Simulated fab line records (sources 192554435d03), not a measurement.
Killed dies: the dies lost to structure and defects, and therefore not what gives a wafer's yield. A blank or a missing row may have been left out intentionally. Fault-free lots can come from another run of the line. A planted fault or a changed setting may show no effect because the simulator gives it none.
Chamber matching | flow n5-finfet | 4 sister chambers for N5_BEOL_M1_ETCHBACK_99 on rie-diel-01
The step etches SiO2 in CHF3, target depth 5 nm, time 10.4 s. 4 wafers are shown with their chamber, then 10 later ones without.

## WAFERS, EACH WITH ITS CHAMBER
wafer  | chamber | drypump-motor-current-A (A)
L084.1 | 0       | 5.0
L084.2 | 1       | 5.2
L088.2 | 3       | 4.7
L088.3 | 2       | 5.6

## WAFERS WHOSE CHAMBER IS MISSING
wafer  | drypump-motor-current-A (A)
L088.5 | 4.7
L089.3 | 5.1
L089.5 | 4.7
L089.6 | 5.5
L092.2 | 5.6
L092.4 | 4.7
L092.6 | 5.5
L086.3 | 5.6
L086.4 | 5.0
L086.5 | 4.7

## CHAMBER TAKEN BY EACH
wafer  | from the rows above     | in truth
L088.5 | 3                       | 3
L089.3 | can't be placed: 0 or 1 | 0
L089.5 | 3                       | 3
L089.6 | 2                       | 2
L092.2 | 2                       | 2
L092.4 | 3                       | 3
L092.6 | 2                       | 2
L086.3 | 2                       | 2
L086.4 | 0                       | 0
L086.5 | 3                       | 3
Placed correctly: 9 of 10. Cannot be placed on the basis of these rows: 1; the candidates contain the true chamber in 1. Wrongly placed: 0.
How it was worked out, from the rows above alone: a wafer's distance from a chamber is the root of the sum, over the readings, of the square of ((its reading less the chamber's mean) divided by the reading's scatter). If the next closest chamber is less than 2 further off than the closest, the wafer can't be placed; otherwise it belongs to the closest. The mean given for a chamber averages the wafers shown for that chamber. The scatter: with one shown wafer a chamber, the root of the mean of the squares of how far each hidden wafer lies from its nearest shown one.
